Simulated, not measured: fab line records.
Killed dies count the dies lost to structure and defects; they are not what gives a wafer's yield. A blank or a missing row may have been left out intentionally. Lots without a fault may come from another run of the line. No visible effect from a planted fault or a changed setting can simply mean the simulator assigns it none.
fab line records	flow n5-finfet
record lots=10	wafers=30	last-day=18
route steps=1938 shown BEOL_M1@830 BEOL_M2@841 BEOL_M4@1111 PASSIVATION@1936
lots that met no fault: from a run of the same line without faults
start-h: hours from the record's first day to the start of the lot's first wafer shown	wait-h: how many hours have passed since the lot's step before this one	" as in the row above	L1.1+2: a single row standing in for several wafers	- no value, or no start was given	* or withheld: withheld	< > ~ a bound
route shown NAME@n: names a module that has steps shown in the file, with the first one's number in the route	usual: mean/standard deviation taken from wafers without a fault	same: alike in all rows	chamber/n: place in a boat	sites: readings site by site	_std_site: standard deviation across them	_edge_site: inner sites' mean taken away from outer sites' mean	radius-mm: how far each site lies from the wafer's centre	mask NAME#n: copy n	behind: the tool/chamber that last shaped the wafer	hold: why the lot was held/for how many hours/how that ended	device: which transistor (n, p or np) failed to switch	end of line: the same wafers' tests at the end of the route	a step without rows: its recipe alone	killed: the dies lost at the first sort to structure and to defects; this is not the yield of the wafer	map: shows each die of a wafer: x if killed, . if not, _ if none is there
set.NAME: setting as actually run; set.NAME@STEP: the setting as run at that earlier step	model.NAME: the simulator's own value behind a step, which no gauge read
a sample of lots followed through the steps of the route, with each step as a table and each wafer as a row
services: a tool's chamber out of use, with start hour (start-h, from the record's first day; less than 0 if before it), hours out, and reason
## steps
# step N5_BEOL_M1_SPUTTER_96
# recipe material=Cu	target-thk-a=45	temp-c=-20	chamber-pressure-pa=0.07	power-w=withheld	time-s=8.29
# usual substrate-temp-c=-20.02/0.1	throttle-valve-pct=30.2/0.97
lot.wafer	tool	chamber	start-h	wait-h	substrate-temp-c	throttle-valve-pct
L718.1	pvd-sputter-01	-	152.44	0.1	-19.89	30.8
L718.3	"	-	"	"	-20.11	29.8
L718.4	"	-	"	"	-20.18	30.0
L719.1	pvd-sputter-01	-	161.18	0.1	-19.87	29.7
L719.3	"	-	"	"	-20.08	32.0
L719.4	"	-	"	"	-19.98	30.0
L720.2	pvd-sputter-03	-	162.90	0.1	-20.11	30.8
L720.3	"	-	"	"	-19.91	29.9
L720.6	"	-	"	"	-20.03	29.6
L722.4	pvd-sputter-01	-	181.27	0.1	-19.84	31.3
L722.5	"	-	"	"	-19.96	30.8
L722.6	"	-	"	"	-19.93	32.2
L728.2	pvd-sputter-02	-	210.53	0.1	-19.98	30.8
L728.4	"	-	"	"	-20.09	28.7
L728.5	"	-	"	"	-20.17	28.2
L727.1	pvd-sputter-01	-	213.98	0.1	-19.89	29.5
L727.3	"	-	"	"	-19.79	29.6
L727.6	"	-	"	"	-20.01	30.8
L731.3	pvd-sputter-01	-	238.68	0.1	-19.96	31.0
L731.5	"	-	"	"	-20.12	32.0
L731.6	"	-	"	"	-19.95	31.0
L734.1	pvd-sputter-03	-	255.09	0.1	-19.85	30.4
L734.5	"	-	"	"	-19.87	30.1
L734.6	"	-	"	"	-20.08	30.9
L736.1	pvd-sputter-02	-	270.63	0.1	-19.96	30.5
L736.2	"	-	"	"	-20.09	28.9
L736.5	"	-	"	"	-20.03	30.8
L737.2	pvd-sputter-01	-	270.84	0.1	-20.07	32.1
L737.3	"	-	"	"	-20.05	29.6
L737.5	"	-	"	"	-19.76	29.6
# step N5_BEOL_M1_CO_CAP_55
# recipe material=Co	target-thk-a=20	temp-c=200	precursor=CCTBA/H2	pressure-torr=30	time-s=102.1
# usual heater-power-w=237/20
lot.wafer	tool	chamber	start-h	wait-h	heater-power-w
L718.1	cvd-co-02	2	153.31	0.0	234
L718.3	"	0	"	"	249
L718.4	"	2	"	"	242
L719.1	cvd-co-02	1	162.04	0.0	261
L719.3	"	0	"	"	265
L719.4	"	0	"	"	258
L720.2	cvd-co-01	2	163.77	0.0	225
L720.3	"	0	"	"	208
L720.6	"	2	"	"	226
L722.4	cvd-co-01	2	182.17	0.0	226
L722.5	"	1	"	"	221
L722.6	"	0	"	"	208
L728.2	cvd-co-02	2	211.39	0.0	240
L728.4	"	0	"	"	258
L728.5	"	2	"	"	238
L727.1	cvd-co-02	2	214.87	0.0	238
L727.3	"	1	"	"	267
L727.6	"	1	"	"	273
L731.3	cvd-co-02	2	239.55	0.0	232
L731.5	"	2	"	"	238
L731.6	"	0	"	"	258
L734.1	cvd-co-01	2	255.95	0.0	230
L734.5	"	2	"	"	225
L734.6	"	1	"	"	219
L736.1	cvd-co-02	0	271.50	0.0	256
L736.2	"	1	"	"	268
L736.5	"	2	"	"	240
L737.2	cvd-co-02	0	271.73	0.0	263
L737.3	"	1	"	"	260
L737.5	"	1	"	"	265
# step N5_BEOL_M2_ILD_DEP_00
# recipe material=SiOC	target-thk-a=790	temp-c=350	precursor=DEMS/O2	pressure-torr=5	rf-w=500	time-s=15.3
# usual heater-power-w=530/85	showerhead-plenum-p-Torr=5.694/0.013	throttle-valve-pct=12.4/0.64
lot.wafer	tool	chamber	start-h	wait-h	heater-power-w	showerhead-plenum-p-Torr	throttle-valve-pct
L718.1	pecvd-04	2	153.55	0.0	583	5.682	12.1
L718.3	"	1	"	"	591	5.698	13.3
L718.4	"	1	"	"	570	5.699	13.2
L719.1	pecvd-02	1	162.29	0.0	443	5.720	12.0
L719.3	"	0	"	"	534	5.699	11.9
L719.4	"	1	"	"	447	5.728	12.4
L720.2	pecvd-03	1	164.04	0.0	627	5.695	13.2
L720.3	"	2	"	"	502	5.694	11.4
L720.6	"	2	"	"	502	5.687	11.8
L722.4	pecvd-03	0	182.40	0.1	433	5.697	12.3
L722.5	"	2	"	"	451	5.690	11.8
L722.6	"	1	"	"	597	5.693	13.2
L728.2	pecvd-03	2	211.67	0.0	426	5.675	11.8
L728.4	"	2	"	"	449	5.695	12.0
L728.5	"	1	"	"	631	5.691	13.1
L727.1	pecvd-03	1	215.11	0.0	552	5.692	13.2
L727.3	"	0	"	"	438	5.698	12.5
L727.6	"	2	"	"	447	5.703	11.9
L731.3	pecvd-03	1	239.79	0.0	620	5.684	13.2
L731.5	"	1	"	"	625	5.700	13.0
L731.6	"	2	"	"	487	5.674	11.8
L734.1	pecvd-04	0	256.20	0.0	574	5.686	12.4
L734.5	"	0	"	"	589	5.701	12.0
L734.6	"	2	"	"	553	5.679	11.3
L736.1	pecvd-03	2	271.74	0.0	452	5.673	11.6
L736.2	"	0	"	"	445	5.685	12.5
L736.5	"	0	"	"	445	5.688	12.2
L737.2	pecvd-03	2	272.00	0.0	479	5.678	12.0
L737.3	"	1	"	"	612	5.689	13.2
L737.5	"	2	"	"	471	5.680	12.0
# step N5_BEOL_M2_COAT_61
# recipe resist=SOC	temp-c=250	time-s=60	spin-rpm=1500	resist-thk-nm=60
# usual chill-plate-temp-C=23.01/0.081	exhaust-pa=44.9/0.81	plate-temp-C=250.05/0.17	spin-speed-rpm=1499.9/1.2
lot.wafer	tool	chamber	start-h	wait-h	chill-plate-temp-C	exhaust-pa	plate-temp-C	spin-speed-rpm
L718.1	litho-track-05	0	154.49	0.1	22.96	44.4	249.91	1500.2
L718.3	"	0	"	"	22.96	46.2	250.05	1499.0
L718.4	"	0	"	"	22.93	45.2	249.50	1500.8
L719.1	litho-track-02	0	163.26	0.1	23.10	45.2	250.19	1498.9
L719.3	"	0	"	"	23.07	45.2	250.49	1500.0
L719.4	"	0	"	"	23.03	45.1	250.19	1500.5
L720.2	litho-track-02	0	164.34	0.1	22.92	44.1	250.10	1545.2
L720.3	"	0	"	"	23.00	43.1	249.92	1547.6
L720.6	"	0	"	"	22.94	44.2	250.07	1546.5
L722.4	litho-track-02	0	182.67	0.1	23.02	44.6	249.76	1545.1
L722.5	"	0	"	"	23.01	43.8	249.90	1545.4
L722.6	"	0	"	"	22.93	45.1	250.23	1545.7
L728.2	litho-track-05	0	212.21	0.1	23.12	46.1	250.01	1498.5
L728.4	"	0	"	"	23.09	45.5	249.77	1499.1
L728.5	"	0	"	"	23.11	45.1	250.10	1499.8
L727.1	litho-track-05	0	217.54	0.1	22.97	45.4	249.94	1500.4
L727.3	"	0	"	"	22.91	45.4	250.10	1496.9
L727.6	"	0	"	"	22.91	44.8	250.17	1499.0
L731.3	litho-track-01	0	241.61	0.1	23.09	45.0	249.87	1500.6
L731.5	"	0	"	"	22.87	44.8	250.07	1499.7
L731.6	"	0	"	"	22.91	45.4	249.63	1500.1
L734.1	litho-track-02	0	260.66	0.1	23.12	44.8	249.96	1501.6
L734.5	"	0	"	"	22.88	44.6	249.95	1501.3
L734.6	"	0	"	"	22.91	44.6	249.68	1501.5
L736.1	litho-track-02	0	272.81	0.1	22.90	42.7	250.14	1498.6
L736.2	"	0	"	"	22.98	45.5	250.13	1499.4
L736.5	"	0	"	"	22.94	45.6	250.25	1500.5
L737.2	litho-track-01	0	272.98	0.1	22.98	45.8	250.17	1500.7
L737.3	"	0	"	"	23.02	45.2	250.06	1499.5
L737.5	"	0	"	"	23.07	45.5	250.17	1500.6
# step N5_BEOL_M4_RC_MEAS_101
# usual DIBL_N=36.0/1.8	DIBL_P=36.3/2.4	IOFF_N=0.16/0.035	IOFF_P=0.21/0.036	ION_N=673/13	ION_P=461/7.2	SS_N=71.4/0.6	SS_P=73.2/0.7	VT_N=250/4	VT_P=-250.9/2.9
lot.wafer	tool	chamber	start-h	wait-h	DIBL_N[mV/V]	DIBL_P[mV/V]	IOFF_N[nA/um]	IOFF_P[nA/um]	ION_N[uA/um]	ION_P[uA/um]	SS_N[mV/dec]	SS_P[mV/dec]	VT_N[mV]	VT_P[mV]
L718.1	prober-02	0	202.87	0.0	33.9	34.9	0.13	0.17	674	461	70.4	73.2	254	-250.4
L718.3	"	0	"	"	37.5	37.1	0.19	0.20	668	455	72.0	73.4	248	-251.0
L718.4	"	0	"	"	35.4	36.2	0.15	0.19	678	470	71.5	73.2	249	-250.7
L720.2	prober-01	0	215.20	0.2	35.3	37.0	0.15	0.20	675	464	71.0	73.5	249	-252.4
L720.3	"	0	"	"	35.7	36.7	0.15	0.20	666	459	71.3	73.3	253	-251.4
L720.6	"	0	"	"	32.9	34.1	0.11	0.16	668	465	71.0	72.7	255	-253.0
L719.1	prober-02	0	218.00	0.0	32.7	32.6	0.10	0.14	643	446	70.0	71.9	259	-257.7
L719.3	"	0	"	"	34.2	34.1	0.12	0.16	663	453	71.5	72.7	255	-254.1
L719.4	"	0	"	"	35.7	37.3	0.15	0.20	692	471	71.5	73.3	248	-249.6
L722.4	prober-01	0	221.29	0.5	37.1	38.9	0.18	0.20	690	466	70.7	73.9	244	-253.0
L722.5	"	0	"	"	38.0	39.6	0.18	0.22	681	464	71.6	74.2	247	-252.3
L722.6	"	0	"	"	40.5	43.6	0.26	0.29	697	464	72.0	74.2	242	-248.7
L727.1	prober-01	0	250.12	0.0	35.5	34.8	0.15	0.20	685	470	71.1	72.8	250	-249.7
L727.3	"	0	"	"	33.3	33.1	0.12	0.18	669	456	70.8	72.4	252	-249.3
L727.6	"	0	"	"	35.3	34.6	0.15	0.19	677	462	70.9	72.5	251	-251.7
L728.2	prober-02	0	250.14	0.2	35.4	34.5	0.16	0.22	674	466	71.8	73.3	249	-246.7
L728.4	"	0	"	"	36.7	35.9	0.19	0.23	676	461	71.8	73.2	248	-249.6
L728.5	"	0	"	"	34.1	33.8	0.14	0.20	674	462	71.0	72.8	249	-249.5
L731.3	prober-02	0	280.20	0.3	35.5	37.7	0.18	0.22	683	467	70.6	73.8	247	-248.6
L731.5	"	0	"	"	34.0	35.7	0.14	0.19	682	469	71.1	72.9	251	-251.5
L731.6	"	0	"	"	36.1	37.6	0.17	0.23	680	457	71.8	73.7	247	-248.3
L734.1	prober-02	0	286.98	0.0	36.0	35.9	0.15	0.20	675	461	71.1	74.0	252	-250.9
L734.5	"	0	"	"	33.0	32.7	0.11	0.16	668	459	70.9	73.1	253	-252.0
L734.6	"	0	"	"	37.4	36.6	0.16	0.21	667	457	71.4	73.7	253	-251.4
L737.2	prober-01	0	318.44	0.2	37.2	37.1	0.16	0.21	673	457	71.4	73.4	250	-252.4
L737.3	"	0	"	"	37.9	36.6	0.16	0.21	681	461	72.1	74.0	250	-252.9
L737.5	"	0	"	"	39.3	38.0	0.20	0.25	687	464	72.2	73.7	247	-246.7
L736.1	prober-02	0	319.72	0.0	37.5	39.3	0.18	0.24	691	475	71.0	73.8	246	-246.5
L736.2	"	0	"	"	37.7	39.7	0.18	0.25	680	471	72.0	74.1	247	-247.2
L736.5	"	0	"	"	36.6	38.0	0.16	0.23	685	474	71.1	73.4	246	-248.1
# step N5_PASSIVATION_PROBE_49
# usual defect-limited-yield=91.2/1.4	killed_at_M0_to_M3=35/11	killed_at_M4_up=14/5.6	killed-at-contacts=12/5.6	killed-at-front-end=38/11	killed-at-other=4/3.4	killed-dies=103/17	killed-open=68/12	killed-short=33/8.8	sort_bin_5_function=5.1/0.89	sort_bin_6_memory=3.3/0.71	sort-n-pass=1077/17	sort-yield-pct=91.2/1.4
# same gross-dies=1180	killed-at-back-side=0	sort_bin_4_leakage[%]=0	sort_bin_8_speed[%]=0
lot.wafer	tool	chamber	start-h	wait-h	defect-limited-yield[%]	killed_at_M0_to_M3	killed_at_M4_up	killed-at-contacts	killed-at-front-end	killed-at-other	killed-dies	killed-open	killed-short	sort_bin_5_function[%]	sort_bin_6_memory[%]	sort-n-pass	sort-yield-pct[%]
L722.4	prober-02	-	330.16	0.2	91.6	30	10	19	36	4	99	70	27	5.1	3.1	1081	91.6
L722.5	prober-02	-	330.21	0.2	93.1	38	12	8	18	5	81	44	35	4.2	2.1	1099	93.1
L722.6	prober-02	-	330.26	0.3	91.4	34	16	6	36	10	102	68	33	5.9	2.7	1078	91.4
# killed by level:class
L722.4 MOL_CONTACT_COAG:geometric-particle:open=17 BEOL_M3:geometric-particle:open=12 DUMMY_GATE:geometric-particle:open=7 FIN_SAQP:geometric-particle:short=6 BEOL_M2:geometric-particle:open=5 FIN_SAQP:geometric-particle:open=4 GATE_CUT:geometric-particle:short=4 BEOL_M1:geometric-particle:open=4
L722.5 BEOL_M0_SAQP:geometric-particle:short=10 BEOL_M0_SAQP:geometric-particle:open=9 BEOL_M4:geometric-particle:open=6 BEOL_M1:geometric-particle:open=5 FIN_SAQP:geometric-particle:short=4 BEOL_M4:geometric-particle:short=4 MOL_CONTACT_COAG:geometric-particle:open=4 MOL_CONTACT_COAG:geometric-particle:short=4
L722.6 FIN_SAQP:geometric-particle:short=12 FIN_SAQP:geometric-particle:open=11 BEOL_M0_SAQP:geometric-particle:open=11 BEOL_M3:geometric-particle:open=10 BEOL_M4:geometric-particle:open=9 MOL_CONTACT_COAG:geometric-particle:open=6 GATE_CUT:geometric-particle:short=4 BEOL_M0_SAQP:geometric-particle:short=4
## services
tool	chamber	start-h	hours	kind
pvd-sputter-02	-	162.27	23.5	repair
pecvd-03	2	170.54	5.2	repair
cvd-co-01	2	185.87	17.5	repair
litho-track-02	-	188.10	-	consumable-replace:filter
pecvd-04	2	202.38	-	clean
pecvd-04	2	202.38	-	consumable-replace:showerhead
pecvd-04	2	202.38	29.0	scheduled-down
pecvd-04	2	202.38	29.0	vent-cycle
pecvd-02	2	212.62	8.6	repair
pecvd-03	1	241.93	22.3	repair
cvd-co-02	-	265.01	0.8	repair
pecvd-02	2	267.49	5.5	scheduled-down
pecvd-02	1	272.95	2.1	scheduled-down
## key
first-sign step=N5_BEOL_M2_COAT_61	reading=spin-speed-rpm	direction=up	sigmas=39	usual=*	struck=*
effect none on later readings
met-at N5_BEOL_M2_COAT_61
struck-lots L720,L722
not-acting-at N5_BEOL_M1_SPUTTER_96,N5_BEOL_M1_CO_CAP_55,N5_BEOL_M2_ILD_DEP_00
onset-between 163.26 164.34
fault kind=process-parameter-drift	tool=litho-track-02	chamber=-	onset-h=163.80	steps=N5_BEOL_M2_COAT_61	channel=spin-rpm	offset=*	shape=step	end-h=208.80	acts-in=*	stated=*
